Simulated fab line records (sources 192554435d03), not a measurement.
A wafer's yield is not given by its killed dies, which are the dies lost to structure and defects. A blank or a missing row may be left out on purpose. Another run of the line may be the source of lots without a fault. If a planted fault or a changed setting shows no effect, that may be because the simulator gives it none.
fab line records	flow n5_finfet
[record] lots = 4	wafers = 11	last_day = 14
route steps=1938 shown BEOL_M4@1099 BEOL_M5@1112 BEOL_M14@1716 PASSIVATION@1936
lots that met no fault: taken from a fault-free run of the same line
start_h: hours from the record's opening day to when the first of the lot's shown wafers began	wait_h: how many hours have passed since the lot's step before this one	" unchanged from the row above	L1.1+2: several wafers, shown together as one row	- value missing, or start not given	* or withheld: withheld	< > ~ a bound
route shown NAME@n: NAME is a module with steps in the file, n the number in the route of the first one	usual: mean/standard deviation of fault-free wafers	same: alike in all rows	chamber/n: place in a boat	sites: the reading at each site	_std_site: the values' standard deviation	_edge_site: mean of outer sites minus mean of inner sites	radius_mm: how far each site lies from the wafer's centre	mask NAME#n: copy n	behind: tool/chamber where the wafer was last shaped	hold: the reason the lot was held/the length of the hold in hours/how it ended	device: names the non-switching transistor (n, p or np)	end of line: at the end of the route, the tests of the same wafers	step lacking rows: just its recipe	killed: dies that structure and defects cost at the first sort, which is not the same as the wafer's yield	map: a wafer's dies, x killed, . not, _ none there
set.NAME: setting as actually run; set.NAME@STEP: the setting as run at that earlier step	model.NAME: the simulator's own value behind a step, which no gauge read
certain route steps with their lots: each step a table, each wafer a row
services: a tool's chamber out of use, with start hour (start_h, from the record's first day; less than 0 if before it), hours out, and reason
[[steps]]
[step N5_BEOL_M4_ANNEAL_95]
[recipe] temp_c = 400	time_s = 240	ambient = vacuum
[step N5_BEOL_M4_SPUTTER_96]
[recipe] material = Cu	target_thk_a = 45	temp_c = -20	chamber_pressure_pa = 0.07	power_w = withheld	time_s = 8.29
[step N5_BEOL_M4_ECD_50]
[recipe] material = Cu	target_thk_a = 3000
[step N5_BEOL_M4_ANNEAL_51]
[recipe] temp_c = 225	time_s = 90	ambient = N2
[step N5_BEOL_M4_CMP_52]
[recipe] stop_on = SiOC	t_overpolish_s = 6.8	down_force_psi = 1	platen_rpm = 50	clearing_platen_down_force_psi = 1.5	clearing_platen_rpm = 50	post_cmp_clean = cu_alkaline	target_thk_nm = 40	clearing_platen_pad_velocity_m_s = 0.99484	pad_velocity_m_s = 0.99484
[step N5_BEOL_M4_PRE_CLEAN_60]
[recipe] gas = NH3/H2	time_s = 15	temp_c = *	rf_power_w = 300
[step N5_BEOL_M4_CO_CAP_55]
[recipe] material = Co	target_thk_a = 20	temp_c = 200	precursor = CCTBA/H2	pressure_torr = 30	time_s = 102.1
[step N5_BEOL_M4_PRE_CLEAN_56]
[recipe] gas = NH3	time_s = 15	temp_c = withheld	rf_power_w = 300
[step N5_BEOL_M4_DEP_57]
[recipe] material = SiCN	target_thk_a = 80	temp_c = withheld	precursor = 3MS/NH3	pressure_torr = 3	rf_w = 202	time_s = 14
[step N5_BEOL_M4_RC_MEAS_101]
[usual] DIBL_N = 36.3/1.4	DIBL_P = 36.2/1.5	IOFF_N = 0.160/0.021	IOFF_P = 0.211/0.027	ION_N = 676/7.7	ION_P = 463/5.5	SS_N = 71.4/0.57	SS_P = 73.3/0.58	VT_N = 249.3/2.5	VT_P = -250.1/2.6
lot.wafer	tool	chamber	start_h	wait_h	DIBL_N[mV/V]	DIBL_P[mV/V]	IOFF_N[nA/um]	IOFF_P[nA/um]	ION_N[uA/um]	ION_P[uA/um]	SS_N[mV/dec]	SS_P[mV/dec]	VT_N[mV]	VT_P[mV]
L100.1	prober-01	0	204.77	0.0	37.8	36.9	0.139	0.218	661	465	71.1	73.7	253.0	-249.2
L100.2	"	0	"	"	36.9	35.6	0.127	0.201	669	456	71.6	72.7	254.3	-251.7
L100.6	"	0	"	"	38.3	36.7	0.145	0.214	666	457	71.7	72.5	251.2	-251.0
L101.2	prober-01	0	214.40	0.2	36.5	34.9	0.147	0.196	670	467	71.1	72.8	248.7	-246.6
L101.4	"	0	"	"	36.7	35.3	0.152	0.205	681	463	71.1	73.5	248.6	-249.8
L103.2	prober-02	0	222.65	0.2	35.9	37.5	0.178	0.216	682	462	72.0	73.2	248.8	-251.3
L103.3	"	0	"	"	32.5	33.6	0.121	0.160	666	462	71.4	72.9	252.5	-254.5
L103.6	"	0	"	"	35.2	36.8	0.167	0.211	681	464	71.8	74.0	249.3	-249.6
L106.2	prober-02	0	246.48	0.2	38.0	38.1	0.180	0.211	676	457	72.7	74.4	248.9	-254.4
L106.3	"	0	"	"	35.2	35.3	0.134	0.168	681	459	71.3	73.3	253.5	-254.0
L106.4	"	0	"	"	37.7	38.0	0.182	0.196	674	452	72.8	74.0	251.3	-253.5
[step N5_BEOL_M5_ILD_DEP_00]
[recipe] material = SiCOH_lowk	target_thk_a = 1406.4	temp_c = 300	precursor = DEMS/porogen	pressure_torr = 5	rf_w = 500	time_s = 25.9
[step N5_BEOL_M5_CURE_79]
[recipe] temp_c = 385	time_s = 240	ambient = He/Ar	material = SiCOH_lowk
[step N5_BEOL_M5_PECVD_70]
[recipe] material = SiO2	target_thk_a = 160	temp_c = 400	precursor = TEOS/O2	pressure_torr = 5.5	rf_w = 450	teos_flow_sccm = 53.8	gas = O2	flow_sccm = 3000	time_s = 18
[step N5_BEOL_M5_HM_DEP_02]
[recipe] material = TiN	target_thk_a = 200	temp_c = 25	chamber_pressure_pa = 0.49996
[step N5_BEOL_M5_COAT_59]
[recipe] resist = SOC	temp_c = 250	time_s = 60	spin_rpm = 1500	resist_thk_nm = 60
[step N5_BEOL_M5_COAT_60]
[recipe] resist = SiARC	temp_c = 220	time_s = 60	spin_rpm = 1500	resist_thk_nm = 12
[step N5_BEOL_M5_COAT_71]
[recipe] resist = underlayer	temp_c = 205	time_s = 60	spin_rpm = 1500	resist_thk_nm = 5
[step N5_BEOL_M5_COAT_05]
[recipe] resist = CAR-EUV	spin_rpm = 1500	resist_thk_nm = 30
[step N5_BEOL_M5_EBR_07]
[recipe] solvent = PGMEA	ebr_width_mm = 1.5
[step N5_BEOL_M5_SOFTBAKE_06]
[recipe] temp_c = 110	time_s = 60	resist = CAR-EUV
[step N5_BEOL_M5_EXPOSE_08]
[recipe] mask_id = M5	na = 0.33	source_shape = annular	sigma_inner = 0.4	sigma_outer = 0.8	polarization = unpolarized	target_cd_nm = 28	dose_mj = 35.75
[step N5_BEOL_M5_PEB_09]
[recipe] peb_temp_c = 100	peb_time_s = 60	resist = CAR-EUV
[step N5_BEOL_M5_DEVELOP_10]
[recipe] develop_time_s = 30	developer = TMAH	resist = CAR-EUV	rinse_liquid = surfactant_rinse	dry = air_spin	dev_temp_c = 23
[step N5_BEOL_M5_DESCUM_16]
[recipe] chemistry = O2	time_s = 7	source_power_w = 50	bias_power_w = 20	pressure_mtorr = 20	rf_frequency_hz = 2.712e+07	temp_c = 40	resist = CAR-EUV	o2_flow_sccm = 225
[step N5_BEOL_M5_ETCH_72]
[recipe] chemistry = N2/H2	target = underlayer	target_depth_a = 65	mask_material = CAR-EUV	time_s = 5.2	ion_energy_ev = 200	pressure_mtorr = 30	source_w = 840	bias_w = 150	n2_flow_sccm = 200	h2_flow_sccm = 200	ends = cleared
[step N5_BEOL_M5_ETCH_61]
[recipe] chemistry = CF4	target = SiARC	target_depth_a = 156	mask_material = CAR-EUV	time_s = 26	ion_energy_ev = 80	pressure_mtorr = 40	source_w = 545	bias_w = 36	Ar_flow_sccm = 100	cf4_flow_sccm = 100	ends = cleared
[step N5_BEOL_M5_ETCH_62]
[recipe] chemistry = N2/H2	target = SOC	target_depth_a = 750	overetch_a = 150	mask_material = SiARC	temp_c = 40	time_s = 112.5	ion_energy_ev = 200	pressure_mtorr = 30	source_w = 840	bias_w = 150	n2_flow_sccm = 200	h2_flow_sccm = 200
[step N5_BEOL_M5_STRIP_63]
[recipe] chemistry = N2/H2	temp_c = 40	n2_flow_sccm = 200	h2_flow_sccm = 200	rf_frequency_hz = 6e+07
[step N5_BEOL_M5_STRIP_73]
[recipe] chemistry = N2/H2	temp_c = 40	n2_flow_sccm = 200	h2_flow_sccm = 200	rf_frequency_hz = 6e+07
[step N5_BEOL_M5_STRIP_64]
[recipe] chemistry = CF4	resist = SiARC	power_w = 300	bias_power_w = 75	pressure_mtorr = 50	cf4_flow_sccm = 150	rf_frequency_hz = 6e+07
[step N5_BEOL_M5_HM_OPEN_17]
[recipe] chemistry = Cl2/BCl3	target_depth_a = 200	overetch_a = 60	target = TiN	mask_material = SOC	ion_energy_ev = 150	pressure_mtorr = 10	icp_w = 1000	bias_w = 126	Cl2_flow_sccm = 53.25	bcl3_flow_sccm = 21.75	Ar_flow_sccm = 25
[step N5_BEOL_M5_STRIP_19]
[recipe] chemistry = O2	power_w = 400	temp_c = 40	pressure_mtorr = 30	rf_frequency_hz = 6e+07	bias_power_w = 0	overash_fraction = 0.2	o2_flow_sccm = 225
[step N5_BEOL_M5_COAT_65]
[recipe] resist = SOC	temp_c = 250	time_s = 60	spin_rpm = 1500	resist_thk_nm = 60
[step N5_BEOL_M5_COAT_66]
[recipe] resist = SiARC	temp_c = 220	time_s = 60	spin_rpm = 1500	resist_thk_nm = 12
[step N5_BEOL_M14_ILD_DEP_00]
[recipe] material = SiO2	target_thk_a = 11193	temp_c = 400	precursor = TEOS/O2	pressure_torr = 6.5	rf_w = 900	teos_flow_sccm = 161.4	gas = O2	flow_sccm = 2650	time_s = 237.4
[usual] heater_power_w = 550/81	showerhead_plenum_p_Torr = 8.370/0.022	susceptor_temp_C = 400.00/0.19	throttle_valve_pct = 18.2/0.71
lot.wafer	tool	chamber	start_h	wait_h	heater_power_w	showerhead_plenum_p_Torr	susceptor_temp_C	throttle_valve_pct	model.SiO2_of_BEOL_M14_ILD_DEP_00.thk_nm
L100.1	pecvd-01	2	281.07	0.0	560	8.339	399.77	18.0	1119
L100.2	"	0	"	"	625	8.367	399.98	19.8	1129
L100.6	"	1	"	"	418	8.345	399.53	18.2	1140
L101.2	pecvd-01	2	289.94	0.0	618	8.360	406.46	18.0	1061
L101.4	"	2	"	"	468	8.348	405.89	18.0	1074
L103.2	pecvd-01	2	295.34	0.1	637	8.328	406.39	18.1	1076
L103.3	"	2	"	"	477	8.332	406.27	18.1	1066
L103.6	"	2	"	"	478	8.350	406.21	18.0	1069
L106.2	pecvd-03	2	314.47	0.0	593	8.361	400.34	17.8	1117
L106.3	"	1	"	"	575	8.394	400.35	18.1	1111
L106.4	"	2	"	"	681	8.369	399.92	17.9	1117
[step N5_BEOL_M14_THK_MEAS_01]
[recipe] reads = SiO2_of_BEOL_M14_ILD_DEP_00
[usual] M14_ILD_THK = 1118/12
lot.wafer	tool	chamber	start_h	wait_h	M14_ILD_THK[nm]
L100.1	film_metro-01	-	281.26	0.1	1119
L100.2	"	-	"	"	1129
L100.6	"	-	"	"	1141
L101.2	film_metro-02	-	290.21	0.2	1062
L101.4	"	-	"	"	1074
L103.2	film_metro-01	-	295.77	0.3	1076
L103.3	"	-	"	"	1067
L103.6	"	-	"	"	1068
L106.2	film_metro-02	-	314.66	0.1	1118
L106.3	"	-	"	"	1112
L106.4	"	-	"	"	1116
[step N5_BEOL_M14_VIA_ETCH_16]
[recipe] chemistry = C4F8/O2/Ar	target = SiO2	he_inner_torr = 15	he_outer_torr = 30	target_depth_a = 12313	time_s = withheld	ion_energy_ev = 800	pressure_mtorr = 20	source_w = 1905	bias_w = 2040	Ar_flow_sccm = 400	C4F8_flow_sccm = 16	O2_flow_sccm = 12	ends = cleared
[usual] C4F8_flow_sccm = 16.00/0.046	drypump_motor_current_A = 5.8/0.38	oes_o_777_au = 0.80/0.065	oes_product_au = 0.73/0.064	rf_vpp_V = 2233/18	showerhead_plenum_p_Torr = 3.48/0.092	throttle_valve_pct = 30.68/0.28
lot.wafer	tool	chamber	start_h	wait_h	C4F8_flow_sccm	drypump_motor_current_A	oes_o_777_au	oes_product_au	rf_vpp_V	showerhead_plenum_p_Torr	throttle_valve_pct	model.etch.depth_nm	model.coat_of_BEOL_M14_COAT_04.thk_nm
L100.1	rie_diel-05	2	281.79	0.0	16.05	5.8	0.83	0.76	2221	3.47	30.16	1119	449.4
L100.2	"	0	"	"	15.95	5.1	0.83	0.75	2224	3.62	30.92	1129	447.4
L100.6	"	1	"	"	15.94	5.6	0.70	0.63	2249	3.56	30.67	1140	445
L101.2	rie_diel-06	0	290.69	0.0	16.01	5.9	0.71	0.63	2194	3.41	30.64	1061	470.4
L101.4	"	2	"	"	15.98	5.7	0.73	0.66	2208	3.28	30.88	1074	468.4
L103.2	rie_diel-04	3	296.37	0.0	16.03	5.6	0.85	0.77	2236	3.49	30.56	1076	462.8
L103.3	"	1	"	"	15.98	6.0	0.80	0.73	2233	3.47	30.46	1066	462.8
L103.6	"	1	"	"	16.01	6.0	0.80	0.72	2232	3.47	30.48	1069	461.8
L106.2	rie_diel-05	3	315.14	0.0	16.00	5.9	0.89	0.81	2230	3.37	30.73	1117	450.8
L106.3	"	1	"	"	16.04	5.7	0.69	0.63	2249	3.55	30.66	1111	455.2
L106.4	"	2	"	"	16.04	5.8	0.81	0.75	2220	3.47	30.19	1117	452
[step N5_BEOL_M14_CMP_49]
[recipe] stop_on = SiO2	t_overpolish_s = 5.2	down_force_psi = 2	platen_rpm = 80	clearing_platen_down_force_psi = 2	clearing_platen_rpm = 80	post_cmp_clean = cu_alkaline	target_thk_nm = 560	clearing_platen_pad_velocity_m_s = 1.5917	pad_velocity_m_s = 1.5917
[usual] barrier_field_endpoint_s = 11.38/0.23	motor_current_A = 8.7/0.76	overpolish_run_s = 5.201/0.009	retaining_ring_pressure_frac = 1.000/0.0049	time_to_endpoint_s = 121/3.1
lot.wafer	tool	chamber	start_h	wait_h	barrier_field_endpoint_s	motor_current_A	overpolish_run_s	retaining_ring_pressure_frac	time_to_endpoint_s	model.SiO2_of_BEOL_M14_ILD_DEP_00.thk_nm
L100.1	cmp-04	2	285.18	0.3	11.57	9.0	5.213	0.997	122	1039
L100.2	"	3	"	"	11.49	8.3	5.202	0.994	121	1048
L100.6	"	1	"	"	11.77	9.8	5.204	0.995	125	1060
L101.2	cmp-01	1	294.15	0.2	11.50	7.4	5.181	0.999	125	981.8
L101.4	"	2	"	"	11.31	8.3	5.201	1.000	121	995
L103.3	cmp-01	2	301.82	0.2	11.29	8.9	5.200	0.997	121	987.8
L103.2	"	1	"	"	11.68	7.4	5.217	1.002	122	994.8
L103.6	"	3	"	"	11.30	9.5	5.221	1.004	118	987.8
L106.3	cmp-01	0	318.67	0.2	11.01	10.1	5.196	1.005	123	1030
L106.2	"	2	"	"	11.09	8.6	5.205	0.996	118	1037
L106.4	"	3	"	"	11.09	8.8	5.214	1.009	122	1037
[step N5_PASSIVATION_PROBE_49]
[usual] defect_limited_yield = 91.3/1.4	killed_at_M0_to_M3 = 34/10	killed_at_M4_up = 13/4.8	killed_at_contacts = 12/6.1	killed_at_front_end = 40/11	killed_at_other = 3.7/2.8	killed_dies = 103/16	killed_open = 67/12	killed_short = 34/7.4	sort_bin_5_function = 5.1/0.95	sort_bin_6_memory = 3.2/0.62	sort_n_pass = 1077/16	sort_yield_pct = 91.3/1.4
[same] gross_dies = 1180	killed_at_back_side = 0	sort_bin_4_leakage[%] = 0	sort_bin_8_speed[%] = 0
lot.wafer	tool	chamber	start_h	wait_h	defect_limited_yield[%]	killed_at_M0_to_M3	killed_at_M4_up	killed_at_contacts	killed_at_front_end	killed_at_other	killed_dies	killed_open	killed_short	sort_bin_5_function[%]	sort_bin_6_memory[%]	sort_n_pass	sort_yield_pct[%]
L101.4	prober-02	-	315.89	0.2	81.2	154	8	29	25	6	222	81	46	13.0	3.9	958	81.2
L103.3	prober-01	-	323.54	0.1	84.2	124	12	8	37	5	186	54	31	11.5	3.0	994	84.2
// killed by level:class
L101.4 BEOL_M2:unspecified=95 MOL_CONTACT_COAG:geometric_particle:open=23 BEOL_M0_SAQP:geometric_particle:short=17 BEOL_M0_SAQP:geometric_particle:open=17 BEOL_M3:geometric_particle:open=12 STI_FIN_REVEAL:geometric_particle:open=6 MOL_CONTACT_COAG:geometric_particle:short=6 BEOL_M4:geometric_particle:open=5
L103.3 BEOL_M2:unspecified=100 FIN_SAQP:geometric_particle:open=7 FIN_SAQP:geometric_particle:short=6 MOL_CONTACT_COAG:geometric_particle:open=6 BEOL_M0_SAQP:geometric_particle:open=6 SPACER0:geometric_particle:open=5 BEOL_M0_SAQP:geometric_particle:short=5 BEOL_M3:geometric_particle:open=5
// map L101.4 (x killed, . not)
_________________.......xxxxx________________
______________.........xxxxxxxxx_____________
___________.x.........xxxxxxxxxxxxx__________
__________............xxxxxxxxxxxxx._________
________x...xx.....x..xxxxxxxxxxxx...._______
_______....x..........xxxxxxxxxxxxxxxx.______
______.......xx....x..xxxxxxxxxxx.xx.x.._____
_____x.................xxxxxxxxx.........____
____.....................xxxxxx...........___
___...x.......x.........x.xx..x.xx...x.....__
___..x..x...x.xx.x.........x......x......xx__
__..x.x..x..x.........x...x..x....xx........_
__...............x.........................._
_.........xx.x.....x...........x..x..........
_............x...........x..........x........
_.x....x.x.......x.x.........................
_.xx...........................x.............
_........................x............x......
_.x............x...x.......x......x...x......
_....xxx....x.......................x........
_..x....x.....x.x..............xx......x.....
__..x........x......x.............x.x......._
__.....x..x....xx.......x...x..............._
___x.xxx................xx...x............x__
___.....x.....................x.x..x.......__
____....xx....................x..x........___
_____........x.............xx.x.x........____
______......x...x....................x.._____
_______.xx.....x.......................______
________.........x.......x.....x......_______
__________.....x.......x............_________
___________.....x..x......x........__________
______________....x............._____________
_________________x........x..________________
// map L103.3 (x killed, . not)
_________________.....xx.xxxx________________
______________..........xxxxxxx._____________
___________........x...xxxxxxxxxxx.__________
__________..xx.....x..xxxxxxxxx.xxxx_________
________..x..........xxxxxxxxxxxxx...._______
_______.....x.......x.xxxxxxxxxxxxx....______
______xx....x...x......xxxxxxxxxxx......_____
_____..xx.........x...xxxxxxxxxx.x.......____
____......xx.......xx...x.xxxxxx..x.......___
___.......................x.x..xx..........__
___.........xx......x......x.xxx..x........__
__.x............x...................x......._
__..x........................x.............._
_..xx.....................x..................
_...........................................x
_.......x...............................x....
_.........................x...x....x.........
_.x......x....x...............x..............
_...........x..x..x........x.................
_...........................x....x...........
_..........................x........x........
__.........................................._
__x.............x..........................._
___x..........x....xx.......xx...........xx__
___...x......x..x........x.................__
____...x..........................x......x___
_____...................................x____
______x.....x................x.........._____
_______......xx.............x....x.....______
________...x...............x....x..x.._______
__________x.....................x..x_________
___________.x.............x...x....__________
______________........x........._____________
_________________x...........________________
[[services]]
tool	chamber	start_h	hours	kind
pecvd-03	-	268.76	0.7	repair
pecvd-03	-	270.53	0.7	repair
pecvd-03	2	273.06	3.7	repair
cmp-01	-	288.57	4.0	pm
pecvd-01	1	289.93	18.0	repair
cmp-01	-	292.57	-	consumable_replace:conditioner
cmp-01	-	292.57	-	consumable_replace:pad
pecvd-01	0	293.05	6.1	repair
cmp-04	-	295.51	4.1	repair
pecvd-03	-	307.08	2.8	pm
cmp-04	-	309.66	4.0	pm
cmp-04	-	313.66	-	consumable_replace:conditioner
cmp-04	-	313.66	-	consumable_replace:pad
rie_diel-04	0	314.36	2.7	repair
pecvd-03	0	315.04	5.0	scheduled_down
pecvd-01	2	315.64	3.9	repair
cmp-01	-	317.58	0.9	repair
pecvd-01	-	318.23	0.4	repair
[[key]]
[first_sign] step = N5_BEOL_M14_ILD_DEP_00	reading = susceptor_temp_C	direction = up	sigmas = 32	usual = *	struck = *
[effect] step = N5_BEOL_M14_THK_MEAS_01	reading = M14_ILD_THK	direction = down	sigmas = 3.9	usual = 1118	struck = 1069
[model_effect] step = N5_BEOL_M14_ILD_DEP_00	value = SiO2_of_BEOL_M14_ILD_DEP_00.thk_nm	without = 1118	struck = 1069
[model_effect] step = N5_BEOL_M14_VIA_ETCH_16	value = etch.depth_nm	without = 1118	struck = 1069
[model_effect] step = N5_BEOL_M14_CMP_49	value = SiO2_of_BEOL_M14_ILD_DEP_00.thk_nm	without = 1039	struck = 989.4
met_at N5_BEOL_M14_ILD_DEP_00
struck_wafers L101.2,L101.4,L103.2,L103.3,L103.6
onset_between 281.07 289.94
[earlier_fault] kind = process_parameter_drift	tool = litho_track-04	chamber = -	onset_h = 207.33	steps = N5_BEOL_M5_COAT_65	channel = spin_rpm	offset = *	shape = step	acts_in = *	stated = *
[earlier_fault] kind = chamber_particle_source	tool = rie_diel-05	chamber = 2	onset_h = 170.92	steps = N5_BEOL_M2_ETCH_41	rate_per_visit_cm2 = 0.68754
[fault] kind = process_parameter_drift	tool = pecvd-01	chamber = 2	onset_h = 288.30	steps = N5_BEOL_M14_ILD_DEP_00	channel = temp_c	offset = *	shape = step	acts_in = *	stated = *
